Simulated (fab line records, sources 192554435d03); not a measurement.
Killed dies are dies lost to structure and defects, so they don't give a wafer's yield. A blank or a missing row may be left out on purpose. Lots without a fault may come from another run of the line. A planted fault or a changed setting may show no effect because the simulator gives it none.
Chamber matching | flow n5_finfet | N5_BEOL_M1_DEP_57 on pecvd-01: 3 sister chambers
The step deposits SiCN from 3MS/NH3, target thk 8 nm, time 14 s. 6 wafers are shown with their chamber, then 12 later ones without.

WAFERS WITH THEIR CHAMBER
wafer  | chamber | throttle_valve_pct (%) | showerhead_plenum_p_Torr (Torr)
L079.6 | 2       | 8.2                    | 3.662
L084.2 | 2       | 8.4                    | 3.651
L085.2 | 1       | 8.7                    | 3.645
L086.1 | 1       | 8.8                    | 3.651
L086.4 | 0       | 8.2                    | 3.658
L086.6 | 0       | 8.3                    | 3.643

WAFERS WITHOUT THEIR CHAMBER
wafer  | throttle_valve_pct (%) | showerhead_plenum_p_Torr (Torr)
L089.4 | 8.7                    | 3.655
L089.5 | 8.6                    | 3.663
L089.6 | 8.1                    | 3.654
L091.1 | 8.1                    | 3.672
L091.3 | 8.6                    | 3.651
L091.5 | 8.4                    | 3.661
L092.1 | 8.7                    | 3.652
L092.2 | 8.5                    | 3.640
L092.6 | 8.6                    | 3.657
L095.1 | 8.7                    | 3.642
L095.2 | 8.1                    | 3.645
L095.4 | 8.7                    | 3.647

WHICH CHAMBER EACH WENT THROUGH
wafer  | from the rows above          | in truth
L089.4 | 1                            | 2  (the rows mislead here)
L089.5 | can't be placed: 1 or 2 or 0 | 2
L089.6 | can't be placed: 0 or 2      | 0
L091.1 | can't be placed: 2 or 0      | 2
L091.3 | can't be placed: 1 or 2 or 0 | 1
L091.5 | can't be placed: 2 or 0      | 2
L092.1 | 1                            | 1
L092.2 | can't be placed: 1 or 0 or 2 | 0
L092.6 | can't be placed: 1 or 2 or 0 | 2
L095.1 | 1                            | 1
L095.2 | can't be placed: 0 or 2      | 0
L095.4 | 1                            | 1
Placed correctly: 3 of 12. Can't be placed from these rows: 8 (the true chamber is among the candidates in 8). Placed wrongly: 1.
How it was worked out, from the rows above alone: a wafer's distance from a chamber is the root of the sum, over the readings, of the square of ((its reading less the chamber's mean) divided by the reading's scatter). The wafer belongs to the nearest chamber; if the next one is less than 2 further off, it can't be placed. A chamber's mean is the mean of its shown wafers. The scatter: the root of (the sum of the squares of (reading less its chamber's mean) over the shown wafers, divided by (wafers less chambers)).
